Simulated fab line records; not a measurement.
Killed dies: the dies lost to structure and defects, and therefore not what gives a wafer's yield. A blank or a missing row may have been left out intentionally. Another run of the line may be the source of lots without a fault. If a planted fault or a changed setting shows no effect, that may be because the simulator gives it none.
What tool caused it? -- flow nand harc -- 33 wafers from 11 lots sampled at 7 of the route's 1302 steps

## WHAT THE GAUGES READ, wafer by wafer
NHARC_A_ONON_D2_THK_MEAS_30: measures by ellipsometry. Usual: thk nm 998 nm, standard deviation 10.
lot,measured,on,thk nm (nm),flag
L979,day 13 06:09,film metro-02,1008 1009 1009,
L980,day 13 16:25,film metro-01,1002 1003 1003,
L981,day 14 00:14,film metro-02,980 981 983,
L983,day 15 05:53,film metro-02,981 982 983,
L986,day 16 00:41,film metro-01,990 994 992,
L987,day 16 07:41,film metro-01,1002 1001 1002,
L991,day 17 15:39,film metro-02,993 997 996,
L990,day 17 15:47,film metro-02,989 989 987,
L992,day 18 03:29,film metro-02,996 995 995,
L995,day 19 19:43,film metro-01,1013 1016 1015,
L102,day 22 20:28,film metro-01,1007 1007 1004,

NHARC_A_CHANNEL_HOLE_D2_CD_MEAS_10: target cd 100 nm. Usual: cd nm 100.3 nm, standard deviation 0.57.
lot,measured,on,cd nm (nm),flag
L979,day 13 09:25,cd sem-02,100.4 100.6 100.2,
L980,day 14 04:52,cd sem-02,100.5 100.3 100.6,
L981,day 14 08:26,cd sem-03,101.1 101.1 100.0,
L983,day 15 10:18,cd sem-02,99.4 100.1 99.8,
L986,day 16 04:22,cd sem-01,101.1 99.9 99.9,
L987,day 16 13:13,cd sem-01,100.1 99.3 100.1,
L991,day 17 20:48,cd sem-01,100.0 100.0 101.1,
L990,day 17 22:08,cd sem-03,100.2 99.9 100.7,
L992,day 18 06:37,cd sem-03,100.8 100.6 100.0,
L995,day 20 03:07,cd sem-01,91.1 100.3 91.2,OFF
L102,day 23 02:31,cd sem-03,100.0 100.0 99.8,

NHARC_A_CHANNEL_HOLE_D2_INSPECT_12. Usual: raw defect count 32, standard deviation 23.
lot,measured,on,raw defect count,flag
L979,day 13 09:32,defect inspect-02,55 67 47,
L980,day 14 04:59,defect inspect-02,72 57 71,
L981,day 14 08:34,defect inspect-01,46 60 62,
L983,day 15 10:25,defect inspect-02,57 50 58,
L986,day 16 04:29,defect inspect-01,9 5 10,
L987,day 16 13:21,defect inspect-02,56 51 60,
L991,day 17 20:55,defect inspect-02,12 9 6,
L990,day 17 22:16,defect inspect-01,52 66 53,
L992,day 18 06:44,defect inspect-01,14 9 13,
L995,day 20 03:15,defect inspect-02,53 59 54,
L102,day 23 02:38,defect inspect-01,5 8 5,

NHARC_A_CHANNEL_HOLE_D2_CD_MEAS_18. Usual: cd nm 101.6 nm, standard deviation 2.5.
lot,measured,on,cd nm (nm),flag
L979,day 13 10:43,cd sem-03,104.5 101.1 100.0,
L980,day 14 06:10,cd sem-03,98.8 102.6 102.3,
L981,day 14 09:44,cd sem-03,102.1 97.4 102.2,
L983,day 15 11:40,cd sem-01,107.5 101.5 101.1,
L986,day 16 05:40,cd sem-03,101.6 100.8 100.0,
L987,day 16 14:31,cd sem-03,100.8 101.9 102.8,
L991,day 17 22:05,cd sem-03,97.4 100.0 102.9,
L990,day 17 23:26,cd sem-01,100.2 98.8 105.8,
L992,day 18 07:54,cd sem-03,103.7 101.0 102.6,
L995,day 20 04:25,cd sem-02,92.2 100.6 95.2,
L102,day 23 04:25,cd sem-01,104.1 96.1 98.7,

NHARC_A_CHANNEL_HOLE_D2_CD_MEAS_31. Usual: cd nm 90.2 nm, standard deviation 1.9.
lot,measured,on,cd nm (nm),flag
L979,day 13 18:05,cd sem-02,91.6 91.5 90.0,
L980,day 14 11:46,cd sem-02,90.5 94.8 91.8,
L981,day 14 15:55,cd sem-02,89.4 89.9 89.9,
L983,day 15 17:14,cd sem-01,90.3 90.7 90.1,
L986,day 16 11:17,cd sem-01,91.2 89.3 89.7,
L987,day 17 00:05,cd sem-03,88.2 89.2 88.6,
L991,day 18 05:37,cd sem-01,88.8 91.2 88.4,
L990,day 18 09:44,cd sem-03,90.6 89.2 92.5,
L992,day 18 13:50,cd sem-02,88.8 90.9 88.0,
L995,day 20 10:01,cd sem-02,79.9 88.5 81.2,OFF
L102,day 23 10:18,cd sem-03,90.2 90.1 85.2,

## WHAT TOOL EACH LOT RAN ON (gives the tool, then ch and the chambers of the sampled wafers, and finally the start)
lot,NHARC_A_ONON_D2_DEP_33,NHARC_A_CHANNEL_HOLE_D2_PEB_08
L979,"pecvd-04 ch 0,1, day 13 06:13","litho track-01 ch 0, day 13 09:20"
L980,"pecvd-02 ch 0,2, day 13 16:31","litho track-06 ch 0, day 14 04:47"
L981,"pecvd-02 ch 0,1,2, day 14 00:19","litho track-01 ch 0, day 14 08:22"
L983,"pecvd-01 ch 0,1,2, day 15 05:59","litho track-04 ch 0, day 15 10:13"
L986,"pecvd-01 ch 1,2, day 16 00:47","litho track-06 ch 0, day 16 04:17"
L987,"pecvd-01 ch 1,2, day 16 07:45","litho track-04 ch 0, day 16 13:08"
L991,"pecvd-01 ch 0,1,2, day 17 15:42","litho track-04 ch 0, day 17 20:43"
L990,"pecvd-02 ch 1,2, day 17 15:55","litho track-01 ch 0, day 17 22:03"
L992,"pecvd-04 ch 0,2, day 18 03:35","litho track-06 ch 0, day 18 06:32"
L995,"pecvd-01 ch 1,2, day 19 19:51","litho track-04 ch 0, day 20 03:02"
L102,"pecvd-01 ch 0,2, day 22 20:37","litho track-01 ch 0, day 23 02:26"
- NHARC_A_ONON_D2_DEP_33: deposits SiO2, target thk 200 nm.
- NHARC_A_CHANNEL_HOLE_D2_PEB_08: peb time 65 s.

## AS READ BY THE TOOLS THEMSELVES (means over the sampled wafers that have a number; for cases with no such wafer, the mark the record gives instead)
NHARC_A_ONON_D2_DEP_33. Usual: chamber pressure Torr 6.501 Torr, standard deviation 0.014; flow sccm 2650 sccm, standard deviation 8.9; heater power w 572 W, standard deviation 94; throttle valve pct 16.0 %, standard deviation 0.47.
lot,tool,chamber pressure Torr (Torr),flow sccm (sccm),heater power w (W),throttle valve pct (%),flag
L979,pecvd-04,6.490,2643,570,16.2,
L980,pecvd-02,6.518,2658,609,15.5,
L981,pecvd-02,6.502,2643,597,15.8,
L983,pecvd-01,6.507,2642,605,15.8,
L986,pecvd-01,6.498,2648,598,15.6,
L987,pecvd-01,6.505,2651,611,15.7,
L991,pecvd-01,6.494,2648,653,15.9,
L990,pecvd-02,6.496,2659,491,15.8,
L992,pecvd-04,6.514,2659,580,16.4,
L995,pecvd-01,6.501,2655,651,15.7,
L102,pecvd-01,6.494,2650,569,15.2,

NHARC_A_CHANNEL_HOLE_D2_PEB_08. Usual: heater power total W 156.7 W, standard deviation 0.4.
lot,tool,heater power total W (W),flag
L979,litho track-01,156.4,
L980,litho track-06,156.9,
L981,litho track-01,156.9,
L983,litho track-04,156.8,
L986,litho track-06,156.2,
L987,litho track-04,156.6,
L991,litho track-04,156.5,
L990,litho track-01,156.7,
L992,litho track-06,157.0,
L995,litho track-04,176.6,OFF
L102,litho track-01,157.0,

## THE ANSWER, worked out from the rows above alone
Rule: lot off if the mean of its wafers having a number is beyond 3 standard deviations from the usual mean. Also off: a lot with no number at a reading for which 4 or more lots have one. All remaining lots with rows at the step are treated as sound. After the gauges, taken in route order, come the tools' own readings; for these a lot's mean is taken, as printed above. At the first step where some lot is off, the reading lying furthest off is the one used; lots without a number count as furthest.
Off at NHARC_A_CHANNEL_HOLE_D2_CD_MEAS_10 (cd nm): L995.
If a tool, at a process step before that reading, ran all the lots that are off and no sound lot after the first of them, it fits. Not tried: the gauges at NHARC_A_CHANNEL_HOLE_D2_CD_MEAS_10; whatever is off there is also off at NHARC_A_CHANNEL_HOLE_D2_CD_MEAS_31, on other tools, and gauge error can't account for it. One candidate fits, namely litho track-04 at NHARC_A_CHANNEL_HOLE_D2_PEB_08. A fault onset in the window from L991 (day 17 20:43, its last sound lot) to L995 (day 20 03:02, its first lot off) fits.
On the lots that are off, the tool's own readings at NHARC_A_CHANNEL_HOLE_D2_PEB_08 differ by more than 5 times the standard deviation of the sound lots' means, which bears it out; heater power total W reads 176.6 W there versus 156.7 W on the sound lots.

## WHAT WAS PUT IN BY THE SIMULATOR
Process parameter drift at NHARC_A_CHANNEL_HOLE_D2_PEB_08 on litho track-04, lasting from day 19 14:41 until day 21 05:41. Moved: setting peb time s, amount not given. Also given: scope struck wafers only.
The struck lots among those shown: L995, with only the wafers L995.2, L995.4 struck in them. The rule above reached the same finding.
